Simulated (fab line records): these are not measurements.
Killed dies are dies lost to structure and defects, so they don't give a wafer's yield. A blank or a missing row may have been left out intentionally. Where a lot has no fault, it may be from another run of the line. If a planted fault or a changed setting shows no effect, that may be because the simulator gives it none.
Chamber matching :: flow n5-finfet :: N5_BEOL_M9_CURE_71 on uv-cure-02 has 3 sister chambers
The step cures SiCOH lowk, time 240 s. 6 wafers are shown with their chamber, then 7 later ones without.

== WAFERS PAIRED WITH THEIR CHAMBERS ==
wafer: L074.3
chamber: 0
wafer_temp_C_max: 386.1
lamp-power-pct (%): 52.24

wafer: L074.4
chamber: 0
wafer_temp_C_max: 386.9
lamp-power-pct (%): 52.35

wafer: L079.5
chamber: 2
wafer_temp_C_max: 385.9
lamp-power-pct (%): 52.25

wafer: L079.6
chamber: 2
wafer_temp_C_max: 386.2
lamp-power-pct (%): 52.36

wafer: L081.3
chamber: 1
wafer_temp_C_max: 387.5
lamp-power-pct (%): 52.31

wafer: L081.5
chamber: 1
wafer_temp_C_max: 387.7
lamp-power-pct (%): 52.36

== WAFERS WHOSE CHAMBER IS MISSING ==
wafer: L081.6
wafer_temp_C_max: 388.0
lamp-power-pct (%): 52.36

wafer: L088.2
wafer_temp_C_max: 386.8
lamp-power-pct (%): 52.39

wafer: L088.3
wafer_temp_C_max: 386.1
lamp-power-pct (%): 52.29

wafer: L088.5
wafer_temp_C_max: 386.7
lamp-power-pct (%): 52.21

wafer: L096.4
wafer_temp_C_max: 387.3
lamp-power-pct (%): 52.27

wafer: L096.5
wafer_temp_C_max: 387.0
lamp-power-pct (%): 52.34

wafer: L096.6
wafer_temp_C_max: 388.3
lamp-power-pct (%): 52.40

== EACH ONE'S CHAMBER ==
wafer: L081.6
from the rows above: 1
in truth: 1

wafer: L088.2
from the rows above: can't be placed: 0 or 1 or 2
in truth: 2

wafer: L088.3
from the rows above: can't be placed: 2 or 0
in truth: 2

wafer: L088.5
from the rows above: can't be placed: 0 or 2 or 1
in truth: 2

wafer: L096.4
from the rows above: can't be placed: 1 or 0
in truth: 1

wafer: L096.5
from the rows above: can't be placed: 0 or 1 or 2
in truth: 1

wafer: L096.6
from the rows above: 1
in truth: 1
Correct placement for 2 of the 7. These rows do not allow placing 5 (true chamber among the candidates in 5). 0 placed wrongly.
How it was worked out, from the rows above alone: a wafer's distance from a chamber is the root of the sum, over the readings, of the square of ((its reading less the chamber's mean) divided by the reading's scatter). The wafer belongs to the nearest chamber; if the next one is less than 2 further off, it can't be placed. For every chamber, the mean is computed from those of its wafers that are shown. How the scatter is found: for the shown wafers, subtract from each reading the mean of its chamber, square and add these, divide the total by (wafers less chambers), then take the root.
